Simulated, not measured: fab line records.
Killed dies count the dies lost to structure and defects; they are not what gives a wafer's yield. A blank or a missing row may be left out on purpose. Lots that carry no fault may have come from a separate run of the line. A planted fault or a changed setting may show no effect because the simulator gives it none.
Comparing a struck lot with a sound one	flow n5-finfet	15 steps out of a route of 1938
Sound: the wafers L250.1, L250.5, L250.6. Wafers struck: L255.1, L255.2, L255.6. The cause is named last.
Each step with rows lists, per side, the tool, then ch with its chambers, then its first start. Under that, the readings that differ: sound wafers	struck wafers	difference of the means	sigmas: that difference in standard deviations of wafers without a fault.
alike: words and numbers the same on both sides, and readings whose means are apart by under 2 such deviations; not compared: readings that were withheld, readings missing a value for some wafer, numbers with overlapping values and no deviation given by the record, and bounds like >300 which may hide the same value.
A row with sigmas, a row that says differs or no value, or rows on one side alone: a step with any of these is where the two part. Non-overlapping numbers with no deviation appear without sigmas and do not part them. A reading missing from all wafers of one side parts the sides only when that side holds two or more wafers.

N5_FIN_CUT_CD_MEAS_08: target cd 29.1 nm.
  sound on cd-sem-02 ch 0, day 2 21:49; struck on cd-sem-03 ch 0, day 4 03:18
  alike: cd-nm
N5_FIN_CUT_OVL_MEAS_09:
  sound on overlay-02 ch 0, day 2 21:50; struck on overlay-02 ch 0, day 4 03:20
  alike: FIN_CUT_OVL
N5_FIN_CUT_INSPECT_10: inspects for defects (brightfield).
  sound on defect-inspect-01, day 2 21:54; struck on defect-inspect-01, day 4 03:23
  alike: raw-defect-count
N5_FIN_CUT_DESCUM_13: chemistry O2, time 7 s.
  sound on rie-diel-06 ch 1,2,3, day 2 21:56; struck on rie-diel-05 ch 0,1,3, day 4 03:26
  alike: drypump-motor-current-A, oes-product-au, rf-vpp-V, showerhead-plenum-p-Torr, throttle-valve-pct
  not compared: rf-hours-counter-h
N5_FIN_CUT_ETCH_30: etches underlayer in N2/H2, target depth 13 nm, time 10.4 s.
  sound on rie-diel-06 ch 1,2,3, day 2 21:58; struck on rie-diel-05 ch 0,1,3, day 4 03:28
  alike: drypump-motor-current-A, etch-rf-on-time-s, oes-product-au, rf-vpp-V, showerhead-plenum-p-Torr, throttle-valve-pct
  not compared: rf-hours-counter-h
N5_FIN_CUT_ETCH_20: etches SiARC in CF4, target depth 26 nm, time 43.3 s.
  sound on rie-diel-06 ch 1,2,3, day 2 21:59; struck on rie-diel-05 ch 0,1,3, day 4 03:29
  alike: cf4-flow-sccm, drypump-motor-current-A, etch-rf-on-time-s, oes-product-au, rf-vpp-V, showerhead-plenum-p-Torr, throttle-valve-pct
  not compared: rf-hours-counter-h
then, 3 steps without rows for these wafers: N5_FIN_CUT_ETCH_21 (etches SOC in N2/H2, target depth 219 nm, overetch 43.8 nm, time 523.5 s); N5_FIN_CUT_STRIP_23 (strips in N2/H2); N5_FIN_CUT_STRIP_31 (strips in N2/H2).
N5_FIN_CUT_STRIP_24: strips in CF4.
  sound on rie-diel-06 ch 1,2,3, day 2 22:21; struck on rie-diel-05 ch 0,1,3, day 4 03:50
  alike: cf4-flow-sccm, drypump-motor-current-A, oes-product-au, rf-vpp-V, showerhead-plenum-p-Torr, throttle-valve-pct
  not compared: rf-hours-counter-h
N5_FIN_CUT_CUT_ETCH_26: etches SiNx in CH3F/O2, target depth 39 nm, time 55.7 s.
  sound on rie-diel-06 ch 1,2,3, day 2 22:22; struck on rie-diel-05 ch 0,1,3, day 4 03:52
  alike: drypump-motor-current-A, oes-product-au, rf-vpp-V, showerhead-plenum-p-Torr, throttle-valve-pct
  not compared: rf-hours-counter-h
then, 1 step without rows for these wafers: N5_FIN_CUT_CUT_ETCH_27 (etches SiO2 in CHF3/O2, target depth 4 nm, overetch 2 nm, time 4.9 s).
N5_FIN_CUT_PRECLEAN_35: cleans in vHF, time 13.3 s.
  sound on vapor-etch-01 ch 0,1, day 2 22:29; struck on vapor-etch-02 ch 0,1, day 4 03:59
reading	sound	struck	difference	sigmas
time-s (s)	13.3 13.3 13.3	10.289 10.289 10.289	-3.011	
  alike: drypump-motor-current-A
then, 1 step without rows for these wafers: N5_FIN_CUT_CUT_ETCH_15 (etches Si in HBr/Cl2/O2, target depth 100 nm, bt time 10 s, time 42.4 s).
-- a jump in the record: the struck wafers' starts before and after are 5 days apart (it breaks off in module FIN_CUT and resumes in module BEOL_M4, where the first step shown is number 1111 of the route) --
N5_BEOL_M4_RC_MEAS_101:
  sound on prober-02 ch 0, day 8 06:16; struck on prober-02 ch 0, day 9 10:55
reading	sound	struck	difference	sigmas
SS_P (mV/dec)	73.8 74.4 73.6	72.4 73.0 72.0	-1.5	-3
  alike: DIBL_N, DIBL_P, IOFF_N, IOFF_P, ION_N, ION_P, SS_N, VT_N, VT_P

== WHERE THEY PART ==
Only at N5_BEOL_M4_RC_MEAS_101, as far as this record shows.

WHY: what the simulator had put in
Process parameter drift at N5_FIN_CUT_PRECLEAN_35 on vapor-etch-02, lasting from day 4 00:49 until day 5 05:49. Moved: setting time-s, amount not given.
